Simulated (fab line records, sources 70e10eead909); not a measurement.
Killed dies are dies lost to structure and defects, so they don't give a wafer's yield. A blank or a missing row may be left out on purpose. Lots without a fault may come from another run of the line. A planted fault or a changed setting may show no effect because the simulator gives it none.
A struck lot beside a sound one | flow nand_harc | 22 steps out of a route of 1302
Sound: wafers L871.1, L871.3, L871.5. Struck: wafers L880.1, L880.2, L880.3. The cause comes at the end.
At each step with rows: each side's tool, then ch and its chambers, then its first start. Under that, the readings that differ: sound wafers | struck wafers | difference of the means | sigmas: that difference in standard deviations of wafers without a fault.
alike: readings whose means differ by less than 2 such deviations, and words and numbers that are the same on both sides. not compared: withheld readings, readings that some wafer has no value for, bounds like >300 that may hide the same value, and numbers for which the record gives no deviation and whose values overlap.
The two part at a step that has a row with sigmas, a row that says differs or no value, or rows on one side only. Numbers that don't overlap but have no deviation are shown without sigmas and don't part them. A reading that every wafer of one side lacks parts them only if that side has two wafers or more.

NHARC_A_BLC_CVD_24: deposits W, target thk 150 nm, time 434 s.
  sound on cvd_w-02 ch 0; struck on cvd_w-02 ch 0,1
  alike: heater_power_w, throttle_valve_pct
NHARC_A_BLC_CMP_25: polishes, t overpolish 30 s, target thk 150 nm.
  sound on cmp-04 ch 1,3, day 24 08:50; struck on cmp-02 ch 0,1,3, day 27 13:31
  alike: motor_current_A, overpolish_run_s, time_to_endpoint_s
then, 1 step without rows for these wafers: NHARC_A_BLC_SRD_27.
NHARC_A_BLC_INSPECT_28:
  sound on defect_inspect-02, day 24 09:14; struck on defect_inspect-01, day 27 13:53
  reading          | sound       | struck      | difference | sigmas
  raw_defect_count | 513 365 458 | 774 789 756 | +328       | +3
then, 7 steps without rows for these wafers: NHARC_A_M0_DEP_00 (deposits SiOC, target thk 150 nm); NHARC_A_M0_DEHYDRATE_01 (time 120 s); NHARC_A_M0_HMDS_02 (time 30 s); NHARC_A_M0_COAT_33 (time 65 s); NHARC_A_M0_COAT_03 (resist thk 90 nm); NHARC_A_M0_SOFTBAKE_04 (time 55 s); NHARC_A_M0_EBR_05.
NHARC_A_M0_EXPOSE_06: exposes mask A M0, target cd 80 nm.
  sound on arfi_scanner-02 ch 0, day 24 10:10; struck on arfi_scanner-02 ch 0, day 27 14:39
  reading              | sound             | struck            | difference | sigmas
  exposure_dose_mJ_cm2 | 83.29 83.17 83.07 | 77.27 77.26 77.27 | -5.91      | -69
  alike: mask
then, 2 steps without rows for these wafers: NHARC_A_M0_PEB_07 (peb time 65 s); NHARC_A_M0_DEVELOP_08 (develop time 35 s).
NHARC_A_M0_CD_MEAS_09: target cd 80 nm.
  sound on cd_sem-03 ch 0, day 24 10:18; struck on cd_sem-03 ch 0, day 27 14:47
  reading    | sound          | struck         | difference | sigmas
  cd_nm (nm) | 79.5 79.6 79.6 | 73.9 74.9 73.8 | -5.4       | -10
NHARC_A_M0_OVL_MEAS_10: pitch 160 nm.
  sound on overlay-02, day 24 10:23; struck on overlay-01, day 27 14:52
  alike: overlay_x_nm, overlay_y_nm
NHARC_A_M0_INSPECT_11:
  sound on defect_inspect-02, day 24 10:25; struck on defect_inspect-02, day 27 14:55
  alike: raw_defect_count
NHARC_A_M0_DESCUM_14: chemistry O2, time 3 s.
  sound on rie_diel-08 ch 0,3, day 24 10:29; struck on rie_diel-08 ch 0,1,3, day 27 14:58
  reading               | sound            | struck           | difference | sigmas
  model.A_M0.cd_nm (nm) | 78.57 79.55 79.4 | 74.22 73.96 73.9 | -5.15      |
  alike: drypump_motor_current_A, oes_product_au, rf_vpp_V, showerhead_plenum_p_Torr, throttle_valve_pct
  not compared: rf_hours_counter_h
NHARC_A_M0_ETCH_34: etches the open film in N2/H2, target depth 40 nm, overetch 12 nm, time 43.94 s.
  sound on rie_diel-08 ch 1,3, day 24 10:35; struck on rie_diel-08 ch 0,1,2, day 27 15:04
  alike: drypump_motor_current_A, oes_product_au, rf_fwd_power_W, rf_vpp_V, showerhead_plenum_p_Torr, throttle_valve_pct
  not compared: rf_hours_counter_h
NHARC_A_M0_ETCH_15: etches the open film in C4F8/Ar, target depth 150 nm, overetch 15 nm, time 82.5 s.
  sound on rie_diel-08 ch 1,3; struck on rie_diel-08 ch 0,1,3
  reading               | sound            | struck            | difference | sigmas
  model.A_M0.cd_nm (nm) | 78.3 79.53 79.37 | 73.97 73.42 73.77 | -5.35      |
  alike: oes_product_au, rf_fwd_power_W, rf_vpp_V
  not compared: rf_hours_counter_h
NHARC_A_M0_CD_MEAS_16:
  sound on cd_sem-03, day 24 10:47; struck on cd_sem-03, day 27 15:16
  reading    | sound          | struck         | difference | sigmas
  cd_nm (nm) | 78.3 79.3 79.3 | 74.1 73.3 73.9 | -5.2       | -6
NHARC_END_SORT_01:
  sound on prober-01 ch 0, day 26 01:34; struck on prober-01 ch 0, day 29 04:13
  alike: defect_limited_yield, killed_at_array, killed_at_other, killed_at_periphery, killed_dies, killed_open, killed_short, sort_bin_2_pct, sort_bin_3_pct, sort_bin_4_pct, sort_n_pass, sort_rim_yield_pct, sort_yield_pct

WHERE THEY PART
First at NHARC_A_BLC_INSPECT_28; last, within this record, at NHARC_A_M0_CD_MEAS_16. Later steps at which nothing parts them and some readings are alike: NHARC_END_SORT_01.

WHY: what the simulator had put in
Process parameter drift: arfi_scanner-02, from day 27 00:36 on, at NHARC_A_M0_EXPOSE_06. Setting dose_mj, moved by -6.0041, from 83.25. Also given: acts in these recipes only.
